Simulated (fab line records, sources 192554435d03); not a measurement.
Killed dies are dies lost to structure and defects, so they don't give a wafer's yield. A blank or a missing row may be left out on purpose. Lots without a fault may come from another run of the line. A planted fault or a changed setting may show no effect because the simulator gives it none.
One fault seen from 2 desks | flow n5_finfet | each desk has only its own numbers; what lay behind them comes last

THE METROLOGY DESK
What the gauges read, lot by lot, whatever tool the lot ran on: means of the sampled wafers that have a number. A lot is out of limits, marked OUT, if its mean lies more than 4 standard deviations from the usual mean; the brackets give that distance.
Columns: A = cd_nm at N5_GATE_CUT_CD_MEAS_13, usual 20.24 nm
lot  | first seen here | A
L325 | day 4 14:54     | 20.08
L326 | day 4 17:07     | 19.83
L327 | day 5 01:06     | 20.39
L329 | day 5 11:22     | 20.12
L330 | day 5 17:13     | 20.21
L331 | day 5 22:58     | 20.05
L333 | day 6 15:48     | 20.17
L334 | day 6 18:38     | 20.20
L335 | day 7 04:14     | 20.45
L336 | day 7 04:53     | 20.23
L337 | day 7 10:36     | 20.07
L338 | day 7 18:07     | 20.51
L345 | day 9 11:38     | 22.31 (+7.9) OUT
L346 | day 9 23:10     | 22.29 (+7.9) OUT
This desk's finding: out of limits on L345, L346; first on L345, day 9 11:38 (cd_nm at N5_GATE_CUT_CD_MEAS_13). In limits: L325, L326, L327, L329, L330, L331, L333, L334, L335, L336, L337, L338.

THE TOOL OWNER'S DESK: euv_scanner-02
The tool's own readings at N5_GATE_CUT_EXPOSE_10 (exposes mask GATE CUT, target cd 20 nm): means of the sampled wafers that have a number, for each lot that ran on this tool. A lot is out of limits, marked OUT, if its mean lies more than 4 standard deviations from the usual mean; the brackets give that distance.
Columns: A = exposure_dose_mJ_cm2 at N5_GATE_CUT_EXPOSE_10, usual 43.5
lot  | first seen here | A
L325 | day 4 14:47     | 43.2
L327 | day 5 00:58     | 43.2
L338 | day 7 17:59     | 43.3
L345 | day 9 11:30     | 48.0 (+15) OUT
L346 | day 9 23:02     | 47.0 (+11) OUT
This desk's finding: out of limits on L345, L346; first on L345, day 9 11:30 (exposure_dose_mJ_cm2 at N5_GATE_CUT_EXPOSE_10). In limits: L325, L327, L338.

PUT TOGETHER
The tool owner's desk could have raised an alarm at day 9 11:30, on L345, L346.
The metrology desk could have raised an alarm at day 9 11:38, on L345, L346.
Of the lots named, all ran N5_GATE_CUT_EXPOSE_10 on euv_scanner-02.

WHAT THE SIMULATOR HAD PUT IN
Process parameter drift: euv_scanner-02, from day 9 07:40 on, at N5_GATE_CUT_EXPOSE_10. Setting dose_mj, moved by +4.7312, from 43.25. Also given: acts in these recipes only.
Lots struck among those shown: L345, L346.
Hours from the fault's start to each desk's first reading out of limits: the tool owner's desk, 4; the metrology desk, 4.
